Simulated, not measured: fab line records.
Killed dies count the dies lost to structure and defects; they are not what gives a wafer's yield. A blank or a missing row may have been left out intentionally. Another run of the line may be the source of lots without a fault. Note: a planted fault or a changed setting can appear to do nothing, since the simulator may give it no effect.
fab line records	flow n5-finfet	part 2 of 2: steps 22 to 34 of 34
[record] lots = 5	wafers = 15	last-day = 18
route steps=1938 shown BEOL_M5@1117
lots that met no fault: from a run of the same line without faults
start-h: hours from the record's opening day to when the first of the lot's shown wafers began	wait-h: time in hours since the lot's previous step	" as in the row above	L1.1+2: a row that stands for several wafers	- no value, or no start was given	* or withheld: withheld	< > ~ a bound
route shown NAME@n: a module of which the file shows steps, and the number in the route of the first	usual: average and standard deviation across the fault-free wafers	same: alike in all rows	chamber/n: place in a boat	sites: per-site readings	_std_site: their standard deviation	_edge_site: inner sites' mean taken away from outer sites' mean	radius-mm: for every site, how far away it sits from the centre of the wafer	mask NAME#n: copy n	behind: tool/chamber where the wafer was last shaped	hold: the reason the lot was held/the length of the hold in hours/how it ended	device: the transistor (n, p or np) that didn't switch	end of line: the route-end tests of the same wafers	for a step that has no rows: nothing shown but its recipe	killed: not the wafer's yield, but the dies lost to structure and defects at the first sort	map: a wafer's dies, x killed, . not, _ none there
set.NAME: the setting that was run; set.NAME@STEP: the one run at that earlier step	model.NAME: the simulator's own value behind a step, which no gauge read
lots seen at some steps along the route; tables by step, rows by wafer
services: the hour from which a tool's chamber was out of use, counted from the record's first day as start-h (under 0 if before that day), plus the number of hours and why
[[steps]]
[step N5_BEOL_M5_CD_MEAS_18]
[recipe] pitch-nm = 56	target-cd-nm = 28
[usual] cd-nm = 28.0/0.35
lot.wafer	tool	chamber	start-h	wait-h	cd-nm
L079.3	cd-sem-02	-	203.35	0.1	28.0
L079.4	"	-	"	"	28.0
L079.5	"	-	"	"	28.1
L080.3	cd-sem-01	-	221.35	0.1	28.0
L080.5	"	-	"	"	27.6
L080.6	"	-	"	"	28.1
L084.1	cd-sem-02	-	227.33	0.0	27.9
L084.2	"	-	"	"	27.8
L084.4	"	-	"	"	27.8
L086.4	cd-sem-01	-	256.60	0.1	28.2
L086.5	"	-	"	"	27.8
L086.6	"	-	"	"	27.5
L096.1	cd-sem-03	-	312.05	0.0	27.8
L096.2	"	-	"	"	28.7
L096.4	"	-	"	"	27.6
[step N5_BEOL_M5_COAT_65]
[recipe] resist = SOC	temp-c = 250	time-s = 60	spin-rpm = 1500	resist-thk-nm = 60
[usual] dispense-pressure-kPa = 47/3.4
lot.wafer	tool	chamber	start-h	wait-h	dispense-pressure-kPa
L079.3	litho-track-03	0	203.38	0.0	43
L079.4	"	0	"	"	43
L079.5	"	0	"	"	43
L080.3	litho-track-04	0	225.10	3.7	48
L080.5	"	0	"	"	48
L080.6	"	0	"	"	48
L084.1	litho-track-03	0	228.67	1.3	43
L084.2	"	0	"	"	43
L084.4	"	0	"	"	43
L086.4	litho-track-04	0	257.06	0.5	48
L086.5	"	0	"	"	48
L086.6	"	0	"	"	48
L096.1	litho-track-03	0	312.35	0.3	43
L096.2	"	0	"	"	43
L096.4	"	0	"	"	43
[step N5_BEOL_M5_COAT_66]
[recipe] resist = SiARC	temp-c = 220	time-s = 60	spin-rpm = 1500	resist-thk-nm = 12
[usual] dispense-pressure-kPa = 47/3.4
lot.wafer	tool	chamber	start-h	wait-h	dispense-pressure-kPa
L079.3	litho-track-03	0	-	-	43
L079.4	"	0	"	"	43
L079.5	"	0	"	"	43
L080.3	litho-track-04	0	-	-	48
L080.5	"	0	"	"	48
L080.6	"	0	"	"	48
L084.1	litho-track-03	0	-	-	43
L084.2	"	0	"	"	43
L084.4	"	0	"	"	43
L086.4	litho-track-04	0	-	-	48
L086.5	"	0	"	"	48
L086.6	"	0	"	"	48
L096.1	litho-track-03	0	-	-	43
L096.2	"	0	"	"	43
L096.4	"	0	"	"	43
[step N5_BEOL_M5_COAT_74]
[recipe] resist = underlayer	temp-c = 205	time-s = 60	spin-rpm = 1500	resist-thk-nm = 5
[usual] dispense-pressure-kPa = 47/3.4
lot.wafer	tool	chamber	start-h	wait-h	dispense-pressure-kPa
L079.3	litho-track-03	0	-	-	43
L079.4	"	0	"	"	43
L079.5	"	0	"	"	43
L080.3	litho-track-04	0	-	-	48
L080.5	"	0	"	"	48
L080.6	"	0	"	"	48
L084.1	litho-track-03	0	-	-	43
L084.2	"	0	"	"	43
L084.4	"	0	"	"	43
L086.4	litho-track-04	0	-	-	48
L086.5	"	0	"	"	48
L086.6	"	0	"	"	48
L096.1	litho-track-03	0	-	-	43
L096.2	"	0	"	"	43
L096.4	"	0	"	"	43
[step N5_BEOL_M5_COAT_22]
[recipe] resist = CAR-EUV	spin-rpm = 1500	resist-thk-nm = 30
[usual] dispense-pressure-kPa = 47/3.4
lot.wafer	tool	chamber	start-h	wait-h	dispense-pressure-kPa
L079.3	litho-track-03	0	-	-	43
L079.4	"	0	"	"	43
L079.5	"	0	"	"	43
L080.3	litho-track-04	0	-	-	48
L080.5	"	0	"	"	48
L080.6	"	0	"	"	48
L084.1	litho-track-03	0	-	-	43
L084.2	"	0	"	"	43
L084.4	"	0	"	"	43
L086.4	litho-track-04	0	-	-	48
L086.5	"	0	"	"	48
L086.6	"	0	"	"	48
L096.1	litho-track-03	0	-	-	43
L096.2	"	0	"	"	43
L096.4	"	0	"	"	43
[step N5_BEOL_M5_EBR_24]
[recipe] solvent = PGMEA	ebr-width-mm = 1.5
lot.wafer	tool	chamber	start-h	wait-h
L079.3+4+5	litho-track-03	0	-	-
L080.3+5+6	litho-track-04	0	-	-
L084.1+2+4	litho-track-03	0	-	-
L086.4+5+6	litho-track-04	0	-	-
L096.1+2+4	litho-track-03	0	-	-
[step N5_BEOL_M5_SOFTBAKE_23]
[recipe] temp-c = 110	time-s = 60	resist = CAR-EUV
lot.wafer	tool	chamber	start-h	wait-h
L079.3+4+5	litho-track-03	0	-	-
L080.3+5+6	litho-track-04	0	-	-
L084.1+2+4	litho-track-03	0	-	-
L086.4+5+6	litho-track-04	0	-	-
L096.1+2+4	litho-track-03	0	-	-
[step N5_BEOL_M5_EXPOSE_25]
[recipe] mask-id = V4	na = 0.33	source-shape = quasar	sigma-inner = 0.2	sigma-outer = 0.6	polarization = unpolarized	defocus-nm = 10	dose-mj = 52.75
[same] dipole-opening-deg = 60
lot.wafer	tool	chamber	start-h	wait-h	mask
L079.3+4+5	euv-scanner-01	0	203.53	-	V4#0
L080.3+5+6	euv-scanner-01	0	225.45	-	V4#0
L084.1+2+4	euv-scanner-01	0	228.81	-	V4#0
L086.4+5+6	euv-scanner-01	0	257.22	-	V4#0
L096.1+2+4	euv-scanner-02	0	312.61	-	V4#0
[step N5_BEOL_M5_PEB_26]
[recipe] peb-temp-c = 100	peb-time-s = 60	resist = CAR-EUV
lot.wafer	tool	chamber	start-h	wait-h
L079.3+4+5	litho-track-04	0	203.59	0.0
L080.3+5+6	litho-track-03	0	225.51	0.0
L084.1+2+4	litho-track-04	0	228.88	0.1
L086.4+5+6	litho-track-03	0	257.27	0.0
L096.1+2+4	litho-track-03	0	312.69	0.1
[step N5_BEOL_M5_DEVELOP_27]
[recipe] develop-time-s = 30	developer = TMAH	resist = CAR-EUV	rinse-liquid = surfactant-rinse	dry = air-spin	dev-temp-c = 23
lot.wafer	tool	chamber	start-h	wait-h
L079.3+4+5	litho-track-04	0	-	-
L080.3+5+6	litho-track-03	0	-	-
L084.1+2+4	litho-track-04	0	-	-
L086.4+5+6	litho-track-03	0	-	-
L096.1+2+4	litho-track-03	0	-	-
[step N5_BEOL_M5_CD_MEAS_28]
[recipe] target-cd-nm = 30.6	landing-energy-ev = 500	detector = se-inlens	target-cd-y-nm = 20	polarity = opening
[usual] cd-nm = 30.65/0.29
lot.wafer	tool	chamber	start-h	wait-h	cd-nm
L079.3	cd-sem-01	0	203.66	-	30.77
L079.4	"	0	"	"	30.36
L079.5	"	0	"	"	30.50
L080.3	cd-sem-01	0	225.58	-	30.80
L080.5	"	0	"	"	30.77
L080.6	"	0	"	"	30.87
L084.1	cd-sem-01	0	228.95	-	30.60
L084.2	"	0	"	"	30.59
L084.4	"	0	"	"	30.30
L086.4	cd-sem-03	0	257.34	-	30.94
L086.5	"	0	"	"	30.42
L086.6	"	0	"	"	30.62
L096.1	cd-sem-03	0	312.76	-	30.61
L096.2	"	0	"	"	31.13
L096.4	"	0	"	"	30.92
[step N5_BEOL_M5_OVL_MEAS_29]
[recipe] points-per-wafer = 522
[usual] V4_OVL = -0.7/0.7
lot.wafer	tool	chamber	start-h	wait-h	V4_OVL[nm]
L079.3	overlay-01	0	203.70	0.0	-0.7
L079.4	"	0	"	"	-1.2
L079.5	"	0	"	"	0.2
L080.3	overlay-02	0	225.62	0.0	-2.1
L080.5	"	0	"	"	-1.4
L080.6	"	0	"	"	-0.4
L084.1	overlay-01	0	228.98	0.0	-0.5
L084.2	"	0	"	"	-0.9
L084.4	"	0	"	"	0.2
L086.4	overlay-01	0	257.39	0.0	0.0
L086.5	"	0	"	"	-1.8
L086.6	"	0	"	"	0.1
L096.1	overlay-02	0	312.79	0.0	-0.2
L096.2	"	0	"	"	-0.8
L096.4	"	0	"	"	-1.1
[step N5_BEOL_M5_INSPECT_30]
[recipe] mode = adi	inspect-instrument = brightfield
[usual] raw-defect-count = 412/85
lot.wafer	tool	chamber	start-h	wait-h	raw-defect-count
L079.3	defect-inspect-02	-	203.74	0.0	348
L079.4	"	-	"	"	437
L079.5	"	-	"	"	526
L080.3	defect-inspect-02	-	225.67	0.0	586
L080.5	"	-	"	"	504
L080.6	"	-	"	"	492
L084.1	defect-inspect-02	-	229.03	0.1	420
L084.2	"	-	"	"	352
L084.4	"	-	"	"	428
L086.4	defect-inspect-02	-	257.43	0.0	379
L086.5	"	-	"	"	598
L086.6	"	-	"	"	482
L096.1	defect-inspect-01	-	312.85	0.1	360
L096.2	"	-	"	"	345
L096.4	"	-	"	"	327
[[services]]
tool	chamber	start-h	hours	kind
rie-diel-06	-	193.26	2.8	pm
euv-scanner-02	0	202.63	-	calibration
rie-metal-02	1	207.66	7.3	repair
litho-track-05	-	212.85	-	consumable-replace:filter
euv-scanner-01	-	214.38	1.0	pm
rie-diel-06	1	217.57	10.0	repair
rie-diel-03	3	222.21	10.9	repair
litho-track-03	-	233.41	-	consumable-replace:filter
euv-scanner-02	-	233.68	1.0	pm
litho-track-03	-	234.05	-	consumable-replace:filter
rie-metal-02	-	234.60	4.1	repair
euv-scanner-01	0	237.90	-	calibration
rie-diel-03	1	238.81	-	clean
rie-diel-03	1	238.81	-	consumable-replace:focus-ring
rie-diel-03	1	238.81	25.4	scheduled-down
rie-diel-03	1	238.81	25.4	vent-cycle
rie-metal-02	1	238.84	7.9	repair
rie-diel-03	-	252.59	14.6	pm
rie-diel-03	2	270.09	9.5	repair
euv-scanner-01	-	270.53	1.0	pm
euv-scanner-02	-	273.34	5.4	repair
rie-metal-03	-	276.10	14.6	pm
rie-diel-06	-	278.78	15.6	pm
euv-scanner-02	-	289.83	1.0	pm
